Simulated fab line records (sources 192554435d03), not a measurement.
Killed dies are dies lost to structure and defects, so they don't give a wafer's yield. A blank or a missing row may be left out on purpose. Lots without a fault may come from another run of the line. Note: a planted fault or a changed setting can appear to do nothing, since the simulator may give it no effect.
fab line records || flow n5Finfet || part 2 of 2: steps 6 to 6 of 6
record: {"lots": 9, "wafers": 27, "lastDay": 17}
route steps=1938 shown BEOL_M0_SAQP@692 BEOL_M4@1111 PASSIVATION@1936
lots with no fault: from the same line, run without faults
startH: the number of hours between the record's first day and the start of the first shown wafer of the lot || waitH: time in hours since the lot's previous step || " same as the row above || L1.1+2: one row covering several wafers at once || - either no value or no given start || * or withheld: withheld || < > ~ a bound
route shown NAME@n: NAME is a module with steps in the file, n the number in the route of the first one || usual: the fault-free wafers' mean and standard deviation || same: alike in all rows || chamber/n: place in a boat || sites: readings site by site || _std_site: standard deviation of those values || _edge_site: outer sites' mean less inner sites' || radiusMm: how far each site lies from the wafer's centre || mask NAME#n: copy n || behind: tool/chamber where the wafer was last shaped || hold: why the lot went on hold/how many hours it stayed there/how the hold came to an end || device: whichever transistor did not switch (one of n, p or np) || end of line: the tests these same wafers got at the end of their route || where a step has no rows: the recipe by itself || killed: at the first sort, the dies lost to defects and structure; wafer yield is something else || map: shows each die of a wafer: x if killed, . if not, _ if none is there
set.NAME: the setting that was run; set.NAME@STEP: the one run at that earlier step || model.NAME: the simulator's own value behind a step, which no gauge read
the route's steps for a sample of lots (tables are steps, rows are wafers)
services: the hour from which a tool's chamber was out of use, counted from the record's first day as startH (under 0 if before that day), plus the number of hours and why
== steps ==
step: N5_PASSIVATION_PROBE_49
usual: {"defectLimitedYield": "91.2/1.4", "killed_at_M0_to_M3": "32/10", "killed_at_M4_up": "14/6.2", "killedAtContacts": "12/6.3", "killedAtFrontEnd": "42/13", "killedAtOther": "4/3.4", "killedDies": "104/17", "killedOpen": "67/12", "killedShort": "34/8.1", "sort_bin_5_function": "5.2/0.93", "sort_bin_6_memory": "3.2/0.65", "sort_bin_8_speed": "0.00/0.017", "sortNPass": "1075/16", "sortYieldPct": "91.1/1.4"}
same: {"grossDies": 1180, "killedAtBackSide": 0, "sort_bin_4_leakage[%]": 0}
{"lot.wafer": "L288.2", "tool": "prober-01", "chamber": "-", "startH": 264.61, "waitH": 0.2, "defectLimitedYield[%]": 91.1, "killed_at_M0_to_M3": 33, "killed_at_M4_up": 17, "killedAtContacts": 12, "killedAtFrontEnd": 42, "killedAtOther": 1, "killedDies": 105, "killedOpen": 69, "killedShort": 30, "sort_bin_5_function[%]": 5.4, "sort_bin_6_memory[%]": 2.7, "sort_bin_8_speed[%]": 0, "sortNPass": 1075, "sortYieldPct[%]": 91.1}
{"lot.wafer": "L288.3", "tool": "prober-01", "chamber": "-", "startH": 264.66, "waitH": 0.2, "defectLimitedYield[%]": 90.1, "killed_at_M0_to_M3": 44, "killed_at_M4_up": 11, "killedAtContacts": 18, "killedAtFrontEnd": 43, "killedAtOther": 1, "killedDies": 117, "killedOpen": 83, "killedShort": 29, "sort_bin_5_function[%]": 6.4, "sort_bin_6_memory[%]": 3.0, "sort_bin_8_speed[%]": 0, "sortNPass": 1063, "sortYieldPct[%]": 90.1}
{"lot.wafer": "L288.5", "tool": "prober-01", "chamber": "-", "startH": 264.76, "waitH": 0.3, "defectLimitedYield[%]": 91.7, "killed_at_M0_to_M3": 41, "killed_at_M4_up": 14, "killedAtContacts": 12, "killedAtFrontEnd": 28, "killedAtOther": 3, "killedDies": 98, "killedOpen": 67, "killedShort": 29, "sort_bin_5_function[%]": 4.7, "sort_bin_6_memory[%]": 3.4, "sort_bin_8_speed[%]": 0, "sortNPass": 1082, "sortYieldPct[%]": 91.7}
{"lot.wafer": "L290.3", "tool": "prober-01", "chamber": "-", "startH": 288.44, "waitH": 0.2, "defectLimitedYield[%]": 91.2, "killed_at_M0_to_M3": 20, "killed_at_M4_up": 13, "killedAtContacts": 9, "killedAtFrontEnd": 56, "killedAtOther": 6, "killedDies": 104, "killedOpen": 69, "killedShort": 26, "sort_bin_5_function[%]": 4.7, "sort_bin_6_memory[%]": 3.2, "sort_bin_8_speed[%]": 0, "sortNPass": 1076, "sortYieldPct[%]": 91.2}
{"lot.wafer": "L290.4", "tool": "prober-01", "chamber": "-", "startH": 288.49, "waitH": 0.2, "defectLimitedYield[%]": 92.3, "killed_at_M0_to_M3": 20, "killed_at_M4_up": 7, "killedAtContacts": 12, "killedAtFrontEnd": 49, "killedAtOther": 3, "killedDies": 91, "killedOpen": 57, "killedShort": 34, "sort_bin_5_function[%]": 3.6, "sort_bin_6_memory[%]": 3.7, "sort_bin_8_speed[%]": 0, "sortNPass": 1089, "sortYieldPct[%]": 92.3}
{"lot.wafer": "L290.6", "tool": "prober-01", "chamber": "-", "startH": 288.59, "waitH": 0.3, "defectLimitedYield[%]": 93.2, "killed_at_M0_to_M3": 21, "killed_at_M4_up": 10, "killedAtContacts": 13, "killedAtFrontEnd": 35, "killedAtOther": 1, "killedDies": 80, "killedOpen": 58, "killedShort": 22, "sort_bin_5_function[%]": 4.2, "sort_bin_6_memory[%]": 2.3, "sort_bin_8_speed[%]": 0, "sortNPass": 1100, "sortYieldPct[%]": 93.2}
{"lot.wafer": "L297.3", "tool": "prober-01", "chamber": "-", "startH": 336.63, "waitH": 0.1, "defectLimitedYield[%]": 91.9, "killed_at_M0_to_M3": 34, "killed_at_M4_up": 15, "killedAtContacts": 8, "killedAtFrontEnd": 38, "killedAtOther": 1, "killedDies": 96, "killedOpen": 59, "killedShort": 36, "sort_bin_5_function[%]": 4.7, "sort_bin_6_memory[%]": 3.2, "sort_bin_8_speed[%]": 0, "sortNPass": 1084, "sortYieldPct[%]": 91.9}
{"lot.wafer": "L297.5", "tool": "prober-01", "chamber": "-", "startH": 336.73, "waitH": 0.2, "defectLimitedYield[%]": 90.5, "killed_at_M0_to_M3": 35, "killed_at_M4_up": 32, "killedAtContacts": 10, "killedAtFrontEnd": 33, "killedAtOther": 2, "killedDies": 112, "killedOpen": 72, "killedShort": 37, "sort_bin_5_function[%]": 5.7, "sort_bin_6_memory[%]": 3.5, "sort_bin_8_speed[%]": 0, "sortNPass": 1068, "sortYieldPct[%]": 90.5}
{"lot.wafer": "L297.6", "tool": "prober-01", "chamber": "-", "startH": 336.78, "waitH": 0.3, "defectLimitedYield[%]": 91.7, "killed_at_M0_to_M3": 29, "killed_at_M4_up": 27, "killedAtContacts": 18, "killedAtFrontEnd": 23, "killedAtOther": 1, "killedDies": 98, "killedOpen": 66, "killedShort": 28, "sort_bin_5_function[%]": 4.4, "sort_bin_6_memory[%]": 3.4, "sort_bin_8_speed[%]": 0.08, "sortNPass": 1082, "sortYieldPct[%]": 91.7}
{"lot.wafer": "L298.3", "tool": "prober-01", "chamber": "-", "startH": 337.82, "waitH": 0.1, "defectLimitedYield[%]": 91.1, "killed_at_M0_to_M3": 29, "killed_at_M4_up": 22, "killedAtContacts": 25, "killedAtFrontEnd": 25, "killedAtOther": 4, "killedDies": 105, "killedOpen": 80, "killedShort": 21, "sort_bin_5_function[%]": 5.9, "sort_bin_6_memory[%]": 2.9, "sort_bin_8_speed[%]": 0, "sortNPass": 1075, "sortYieldPct[%]": 91.1}
{"lot.wafer": "L298.4", "tool": "prober-01", "chamber": "-", "startH": 337.87, "waitH": 0.2, "defectLimitedYield[%]": 90.8, "killed_at_M0_to_M3": 23, "killed_at_M4_up": 17, "killedAtContacts": 16, "killedAtFrontEnd": 51, "killedAtOther": 1, "killedDies": 108, "killedOpen": 74, "killedShort": 31, "sort_bin_5_function[%]": 5.3, "sort_bin_6_memory[%]": 3.6, "sort_bin_8_speed[%]": 0, "sortNPass": 1072, "sortYieldPct[%]": 90.8}
{"lot.wafer": "L298.5", "tool": "prober-01", "chamber": "-", "startH": 337.92, "waitH": 0.2, "defectLimitedYield[%]": 91.4, "killed_at_M0_to_M3": 27, "killed_at_M4_up": 23, "killedAtContacts": 14, "killedAtFrontEnd": 33, "killedAtOther": 5, "killedDies": 102, "killedOpen": 71, "killedShort": 28, "sort_bin_5_function[%]": 4.9, "sort_bin_6_memory[%]": 3.5, "sort_bin_8_speed[%]": 0, "sortNPass": 1078, "sortYieldPct[%]": 91.4}
{"lot.wafer": "L302.3", "tool": "prober-01", "chamber": "-", "startH": 350.44, "waitH": 0.1, "defectLimitedYield[%]": 87.8, "killed_at_M0_to_M3": 70, "killed_at_M4_up": 20, "killedAtContacts": 21, "killedAtFrontEnd": 33, "killedAtOther": 0, "killedDies": 144, "killedOpen": 103, "killedShort": 41, "sort_bin_5_function[%]": 7.2, "sort_bin_6_memory[%]": 4.5, "sort_bin_8_speed[%]": 0, "sortNPass": 1036, "sortYieldPct[%]": 87.8}
{"lot.wafer": "L302.4", "tool": "prober-01", "chamber": "-", "startH": 350.49, "waitH": 0.2, "defectLimitedYield[%]": 90.3, "killed_at_M0_to_M3": 39, "killed_at_M4_up": 21, "killedAtContacts": 12, "killedAtFrontEnd": 41, "killedAtOther": 2, "killedDies": 115, "killedOpen": 77, "killedShort": 36, "sort_bin_5_function[%]": 5.3, "sort_bin_6_memory[%]": 4.0, "sort_bin_8_speed[%]": 0, "sortNPass": 1065, "sortYieldPct[%]": 90.3}
{"lot.wafer": "L302.6", "tool": "prober-01", "chamber": "-", "startH": 350.59, "waitH": 0.3, "defectLimitedYield[%]": 90.8, "killed_at_M0_to_M3": 44, "killed_at_M4_up": 19, "killedAtContacts": 8, "killedAtFrontEnd": 37, "killedAtOther": 1, "killedDies": 109, "killedOpen": 71, "killedShort": 37, "sort_bin_5_function[%]": 5.4, "sort_bin_6_memory[%]": 3.2, "sort_bin_8_speed[%]": 0, "sortNPass": 1071, "sortYieldPct[%]": 90.8}
{"lot.wafer": "L303.4", "tool": "prober-02", "chamber": "-", "startH": 360.65, "waitH": 0.2, "defectLimitedYield[%]": 90.6, "killed_at_M0_to_M3": 38, "killed_at_M4_up": 10, "killedAtContacts": 16, "killedAtFrontEnd": 47, "killedAtOther": 0, "killedDies": 111, "killedOpen": 68, "killedShort": 42, "sort_bin_5_function[%]": 5.3, "sort_bin_6_memory[%]": 3.5, "sort_bin_8_speed[%]": 0, "sortNPass": 1069, "sortYieldPct[%]": 90.6}
{"lot.wafer": "L303.5", "tool": "prober-02", "chamber": "-", "startH": 360.70, "waitH": 0.2, "defectLimitedYield[%]": 88.8, "killed_at_M0_to_M3": 39, "killed_at_M4_up": 10, "killedAtContacts": 20, "killedAtFrontEnd": 58, "killedAtOther": 5, "killedDies": 132, "killedOpen": 85, "killedShort": 47, "sort_bin_5_function[%]": 6.0, "sort_bin_6_memory[%]": 4.5, "sort_bin_8_speed[%]": 0, "sortNPass": 1048, "sortYieldPct[%]": 88.8}
{"lot.wafer": "L303.6", "tool": "prober-02", "chamber": "-", "startH": 360.75, "waitH": 0.3, "defectLimitedYield[%]": 90.8, "killed_at_M0_to_M3": 40, "killed_at_M4_up": 13, "killedAtContacts": 4, "killedAtFrontEnd": 47, "killedAtOther": 5, "killedDies": 109, "killedOpen": 74, "killedShort": 34, "sort_bin_5_function[%]": 5.3, "sort_bin_6_memory[%]": 3.5, "sort_bin_8_speed[%]": 0, "sortNPass": 1071, "sortYieldPct[%]": 90.8}
{"lot.wafer": "L309.1", "tool": "prober-02", "chamber": "-", "startH": 400.41, "waitH": 0.0, "defectLimitedYield[%]": 88.8, "killed_at_M0_to_M3": 51, "killed_at_M4_up": 14, "killedAtContacts": 1, "killedAtFrontEnd": 56, "killedAtOther": 10, "killedDies": 132, "killedOpen": 92, "killedShort": 38, "sort_bin_5_function[%]": 6.5, "sort_bin_6_memory[%]": 4.1, "sort_bin_8_speed[%]": 0, "sortNPass": 1048, "sortYieldPct[%]": 88.8}
{"lot.wafer": "L309.2", "tool": "prober-02", "chamber": "-", "startH": 400.46, "waitH": 0.1, "defectLimitedYield[%]": 92.2, "killed_at_M0_to_M3": 33, "killed_at_M4_up": 26, "killedAtContacts": 11, "killedAtFrontEnd": 21, "killedAtOther": 1, "killedDies": 92, "killedOpen": 67, "killedShort": 24, "sort_bin_5_function[%]": 5.3, "sort_bin_6_memory[%]": 2.1, "sort_bin_8_speed[%]": 0, "sortNPass": 1088, "sortYieldPct[%]": 92.2}
{"lot.wafer": "L309.3", "tool": "prober-02", "chamber": "-", "startH": 400.51, "waitH": 0.1, "defectLimitedYield[%]": 91.3, "killed_at_M0_to_M3": 36, "killed_at_M4_up": 25, "killedAtContacts": 8, "killedAtFrontEnd": 34, "killedAtOther": 0, "killedDies": 103, "killedOpen": 78, "killedShort": 25, "sort_bin_5_function[%]": 5.0, "sort_bin_6_memory[%]": 3.6, "sort_bin_8_speed[%]": 0, "sortNPass": 1077, "sortYieldPct[%]": 91.3}
{"lot.wafer": "L311.1", "tool": "prober-02", "chamber": "-", "startH": 402.33, "waitH": 0.0, "defectLimitedYield[%]": 92.7, "killed_at_M0_to_M3": 26, "killed_at_M4_up": 9, "killedAtContacts": 6, "killedAtFrontEnd": 33, "killedAtOther": 12, "killedDies": 86, "killedOpen": 60, "killedShort": 26, "sort_bin_5_function[%]": 4.5, "sort_bin_6_memory[%]": 2.5, "sort_bin_8_speed[%]": 0, "sortNPass": 1094, "sortYieldPct[%]": 92.7}
{"lot.wafer": "L311.3", "tool": "prober-02", "chamber": "-", "startH": 402.43, "waitH": 0.1, "defectLimitedYield[%]": 93.2, "killed_at_M0_to_M3": 23, "killed_at_M4_up": 10, "killedAtContacts": 6, "killedAtFrontEnd": 32, "killedAtOther": 9, "killedDies": 80, "killedOpen": 61, "killedShort": 19, "sort_bin_5_function[%]": 4.2, "sort_bin_6_memory[%]": 2.5, "sort_bin_8_speed[%]": 0, "sortNPass": 1100, "sortYieldPct[%]": 93.2}
{"lot.wafer": "L311.6", "tool": "prober-02", "chamber": "-", "startH": 402.58, "waitH": 0.3, "defectLimitedYield[%]": 91.4, "killed_at_M0_to_M3": 28, "killed_at_M4_up": 5, "killedAtContacts": 1, "killedAtFrontEnd": 51, "killedAtOther": 17, "killedDies": 102, "killedOpen": 56, "killedShort": 43, "sort_bin_5_function[%]": 4.7, "sort_bin_6_memory[%]": 3.4, "sort_bin_8_speed[%]": 0, "sortNPass": 1078, "sortYieldPct[%]": 91.4}
{"lot.wafer": "L310.2", "tool": "prober-01", "chamber": "-", "startH": 404.27, "waitH": 0.1, "defectLimitedYield[%]": 93.7, "killed_at_M0_to_M3": 20, "killed_at_M4_up": 6, "killedAtContacts": 6, "killedAtFrontEnd": 33, "killedAtOther": 9, "killedDies": 74, "killedOpen": 47, "killedShort": 24, "sort_bin_5_function[%]": 3.8, "sort_bin_6_memory[%]": 2.3, "sort_bin_8_speed[%]": 0, "sortNPass": 1106, "sortYieldPct[%]": 93.7}
{"lot.wafer": "L310.3", "tool": "prober-01", "chamber": "-", "startH": 404.32, "waitH": 0.1, "defectLimitedYield[%]": 89.7, "killed_at_M0_to_M3": 32, "killed_at_M4_up": 23, "killedAtContacts": 11, "killedAtFrontEnd": 49, "killedAtOther": 6, "killedDies": 121, "killedOpen": 80, "killedShort": 36, "sort_bin_5_function[%]": 6.4, "sort_bin_6_memory[%]": 3.5, "sort_bin_8_speed[%]": 0, "sortNPass": 1059, "sortYieldPct[%]": 89.7}
{"lot.wafer": "L310.4", "tool": "prober-01", "chamber": "-", "startH": 404.37, "waitH": 0.2, "defectLimitedYield[%]": 91.6, "killed_at_M0_to_M3": 39, "killed_at_M4_up": 13, "killedAtContacts": 7, "killedAtFrontEnd": 38, "killedAtOther": 2, "killedDies": 99, "killedOpen": 64, "killedShort": 33, "sort_bin_5_function[%]": 5.3, "sort_bin_6_memory[%]": 2.8, "sort_bin_8_speed[%]": 0, "sortNPass": 1081, "sortYieldPct[%]": 91.6}
killed by level:class
L288.2 MOL_CONTACT_COAG:geometricParticle:open=10 BEOL_M4:geometricParticle:open=9 FIN_SAQP:geometricParticle:open=7 BEOL_M0_SAQP:geometricParticle:open=7 STI_FIN_REVEAL:geometricParticle:open=6 HKMG_FIN:areaEtch=6 FIN_SAQP:geometricParticle:short=5 BEOL_M1:geometricParticle:open=5
L288.3 MOL_CONTACT_COAG:geometricParticle:open=17 BEOL_M0_SAQP:geometricParticle:open=11 BEOL_M0_SAQP:geometricParticle:short=10 STI_FIN_REVEAL:geometricParticle:open=9 BEOL_M3:geometricParticle:open=9 DUMMY_GATE:geometricParticle:open=7 FIN_SAQP:geometricParticle:short=5 BEOL_M1:geometricParticle:open=5
L288.5 BEOL_M0_SAQP:geometricParticle:open=13 MOL_CONTACT_COAG:geometricParticle:open=9 BEOL_M1:geometricParticle:open=8 BEOL_M0_SAQP:geometricParticle:short=7 BEOL_M3:geometricParticle:open=7 BEOL_M4:geometricParticle:open=6 STI_FIN_REVEAL:geometricParticle:open=5 STARTING-WAFER:geometricParticle:short=5
L290.3 FIN_SAQP:geometricParticle:open=11 STI_FIN_REVEAL:geometricParticle:open=10 DUMMY_GATE:geometricParticle:open=8 MOL_CONTACT_COAG:geometricParticle:open=8 BEOL_M4:geometricParticle:open=7 HKMG_FIN:areaEtch=7 FIN_SAQP:geometricParticle:short=5 BEOL_M3:geometricParticle:open=5
L290.4 STI_FIN_REVEAL:geometricParticle:open=10 MOL_CONTACT_COAG:geometricParticle:open=9 FIN_SAQP:geometricParticle:open=8 FIN_SAQP:geometricParticle:short=7 BEOL_M0:geometricParticle:open=7 STI_FIN_REVEAL:geometricParticle:short=5 GATE_CUT:geometricParticle:short=4 DUMMY_GATE:geometricParticle:open=3
L290.6 FIN_SAQP:geometricParticle:open=13 MOL_CONTACT_COAG:geometricParticle:open=12 STI_FIN_REVEAL:geometricParticle:open=5 BEOL_M3:geometricParticle:open=5 BEOL_M1:geometricParticle:open=4 BEOL_M2:geometricParticle:open=4 FIN_SAQP:geometricParticle:short=3 GATE_CUT:geometricParticle:short=3
L297.3 BEOL_M0_SAQP:geometricParticle:short=10 STI_FIN_REVEAL:geometricParticle:open=8 BEOL_M0_SAQP:geometricParticle:open=8 MOL_CONTACT_COAG:geometricParticle:open=6 FIN_SAQP:geometricParticle:short=5 GATE_CUT:geometricParticle:open=5 BEOL_M2:geometricParticle:open=5 BEOL_M3:geometricParticle:open=5
L297.5 BEOL_M4:geometricParticle:open=17 BEOL_M0_SAQP:geometricParticle:short=9 BEOL_M2:geometricParticle:open=7 MOL_CONTACT_COAG:geometricParticle:open=6 FIN_SAQP:geometricParticle:open=5 STARTING-WAFER:geometricParticle:short=5 GATE_CUT:geometricParticle:short=5 BEOL_M3:geometricParticle:open=5
L297.6 MOL_CONTACT_COAG:geometricParticle:open=14 BEOL_M3:geometricParticle:open=14 BEOL_M4:geometricParticle:open=10 ILD0:geometricParticle:open=8 BEOL_M4:geometricParticle:short=6 MOL_CONTACT_COAG:geometricParticle:short=4 BEOL_M0_SAQP:geometricParticle:open=4 BEOL_M5:geometricParticle:open=4
L298.3 MOL_CONTACT_COAG:geometricParticle:open=23 BEOL_M4:geometricParticle:open=9 DUMMY_GATE:geometricParticle:open=7 BEOL_M1:geometricParticle:open=7 BEOL_M0_SAQP:geometricParticle:short=5 BEOL_M3:geometricParticle:open=5 SDB:geometricParticle:open=4 BEOL_M0_SAQP:geometricParticle:open=4
L298.4 MOL_CONTACT_COAG:geometricParticle:open=15 STI_FIN_REVEAL:geometricParticle:open=13 GATE_CUT:geometricParticle:short=9 BEOL_M1:geometricParticle:open=6 BEOL_M0_SAQP:geometricParticle:open=6 FIN_SAQP:geometricParticle:short=5 FIN_SAQP:geometricParticle:open=4 BEOL_M5:geometricParticle:open=4
L298.5 MOL_CONTACT_COAG:geometricParticle:open=10 BEOL_M4:geometricParticle:open=9 GATE_CUT:geometricParticle:short=7 BEOL_M3:geometricParticle:open=7 DUMMY_GATE:geometricParticle:open=6 STI_FIN_REVEAL:geometricParticle:open=5 BEOL_M0_SAQP:geometricParticle:open=5 BEOL_M0_SAQP:geometricParticle:short=5
L302.3 BEOL_M1:geometricParticle:open=32 MOL_CONTACT_COAG:geometricParticle:short=11 MOL_CONTACT_COAG:geometricParticle:open=10 BEOL_M0_SAQP:geometricParticle:open=9 BEOL_M2:geometricParticle:open=8 FIN_SAQP:geometricParticle:open=7 BEOL_M4:geometricParticle:open=7 BEOL_M0_SAQP:geometricParticle:short=7
L302.4 BEOL_M1:geometricParticle:open=12 FIN_SAQP:geometricParticle:short=10 DUMMY_GATE:geometricParticle:open=7 MOL_CONTACT_COAG:geometricParticle:open=7 BEOL_M2:geometricParticle:open=7 BEOL_M0_SAQP:geometricParticle:open=6 FIN_SAQP:geometricParticle:open=5 MOL_CONTACT_COAG:geometricParticle:short=5
L302.6 BEOL_M1:geometricParticle:open=17 FIN_SAQP:geometricParticle:short=13 FIN_SAQP:geometricParticle:open=10 BEOL_M3:geometricParticle:open=8 BEOL_M4:geometricParticle:open=7 GATE_CUT:geometricParticle:short=6 MOL_CONTACT_COAG:geometricParticle:open=6 BEOL_M5:geometricParticle:open=5
L303.4 FIN_SAQP:geometricParticle:short=13 MOL_CONTACT_COAG:geometricParticle:open=10 FIN_SAQP:geometricParticle:open=9 STI_FIN_REVEAL:geometricParticle:open=8 BEOL_M3:geometricParticle:open=7 BEOL_M1:geometricParticle:open=6 MOL_CONTACT_COAG:geometricParticle:short=6 BEOL_M0_SAQP:geometricParticle:short=6
L303.5 MOL_CONTACT_COAG:geometricParticle:open=17 DUMMY_GATE:geometricParticle:open=12 FIN_SAQP:geometricParticle:open=11 BEOL_M0_SAQP:geometricParticle:short=11 STI_FIN_REVEAL:geometricParticle:open=10 FIN_SAQP:geometricParticle:short=8 BEOL_M2:geometricParticle:open=7 BEOL_M0_SAQP:geometricParticle:open=5
L303.6 FIN_SAQP:geometricParticle:open=14 BEOL_M3:geometricParticle:open=13 FIN_SAQP:geometricParticle:short=11 BEOL_M0_SAQP:geometricParticle:short=7 BEOL_M0_SAQP:geometricParticle:open=7 GATE_CUT:geometricParticle:open=6 STI_FIN_REVEAL:geometricParticle:open=5 BEOL_M1:geometricParticle:open=4
L309.1 STI_FIN_REVEAL:geometricParticle:open=22 BEOL_M0_SAQP:geometricParticle:open=15 BEOL_M0_SAQP:geometricParticle:short=14 FIN_SAQP:geometricParticle:open=10 BEOL_M4:geometricParticle:open=10 STI_FIN_REVEAL:geometricParticle:short=7 BEOL_M3:geometricParticle:open=7 FIN_SAQP:geometricParticle:short=4
L309.2 BEOL_M4:geometricParticle:open=13 MOL_CONTACT_COAG:geometricParticle:open=9 BEOL_M0_SAQP:geometricParticle:short=6 BEOL_M1:geometricParticle:open=6 BEOL_M2:geometricParticle:open=6 FIN_SAQP:geometricParticle:open=5 BEOL_M0_SAQP:geometricParticle:open=5 BEOL_M5:geometricParticle:open=4
L309.3 BEOL_M4:geometricParticle:open=16 STI_FIN_REVEAL:geometricParticle:open=11 FIN_SAQP:geometricParticle:open=8 MOL_CONTACT_COAG:geometricParticle:open=8 FIN_SAQP:geometricParticle:short=7 BEOL_M2:geometricParticle:open=6 BEOL_M0_SAQP:geometricParticle:open=6 BEOL_M3:geometricParticle:open=6
L311.1 STI_FIN_REVEAL:geometricParticle:open=11 BEOL_M4:geometricParticle:open=7 FIN_SAQP:geometricParticle:short=6 BEOL_M2:geometricParticle:open=6 BEOL_M0_SAQP:geometricParticle:open=5 BEOL_M1:geometricParticle:open=5 BEOL_M0:geometricParticle:open=4 FIN_SAQP:geometricParticle:open=3
L311.3 BEOL_M0_SAQP:geometricParticle:open=7 BEOL_M1:geometricParticle:open=7 STI_FIN_REVEAL:geometricParticle:open=6 MOL_CONTACT_COAG:geometricParticle:open=6 FIN_SAQP:geometricParticle:open=5 GATE_CUT:geometricParticle:short=5 DUMMY_GATE:geometricParticle:open=4 GATE_CUT:geometricParticle:open=4
L311.6 FIN_SAQP:geometricParticle:open=11 BEOL_M0_SAQP:geometricParticle:short=11 BEOL_M0_SAQP:geometricParticle:open=11 PAD_METAL:geometricParticle:short=10 FIN_SAQP:geometricParticle:short=9 DUMMY_GATE:geometricParticle:open=6 STI_FIN_REVEAL:geometricParticle:open=5 STARTING-WAFER:geometricParticle:open=5
L310.2 STI_FIN_REVEAL:geometricParticle:open=8 MOL_CONTACT_COAG:geometricParticle:open=6 PAD_METAL:geometricParticle:short=5 STARTING-WAFER:geometricParticle:open=5 BEOL_M3:geometricParticle:open=4 FIN_SAQP:geometricParticle:open=3 DUMMY_GATE:geometricParticle:open=3 GATE_CUT:geometricParticle:short=3
L310.3 STI_FIN_REVEAL:geometricParticle:open=12 FIN_SAQP:geometricParticle:open=9 MOL_CONTACT_COAG:geometricParticle:open=9 BEOL_M1:geometricParticle:open=8 BEOL_M2:geometricParticle:short=6 BEOL_M2:geometricParticle:open=5 BEOL_M5:geometricParticle:open=5 FIN_SAQP:geometricParticle:short=4
L310.4 FIN_SAQP:geometricParticle:open=10 BEOL_M1:geometricParticle:open=9 BEOL_M0_SAQP:geometricParticle:short=8 BEOL_M1:geometricParticle:short=7 STI_FIN_REVEAL:geometricParticle:open=6 MOL_CONTACT_COAG:geometricParticle:open=6 BEOL_M2:geometricParticle:open=6 BEOL_M4:geometricParticle:open=4
== services ==
{"tool": "rieDiel-04", "chamber": 2, "startH": 157.48, "hours": "-", "kind": "clean"}
{"tool": "rieDiel-04", "chamber": 2, "startH": 157.48, "hours": "-", "kind": "consumableReplace:focusRing"}
{"tool": "rieDiel-04", "chamber": 2, "startH": 157.48, "hours": 18.5, "kind": "scheduledDown"}
{"tool": "rieDiel-04", "chamber": 2, "startH": 157.48, "hours": 18.5, "kind": "ventCycle"}
{"tool": "rieDiel-05", "chamber": 1, "startH": 190.32, "hours": 5.2, "kind": "repair"}
{"tool": "rieDiel-05", "chamber": 2, "startH": 233.75, "hours": 3.4, "kind": "repair"}
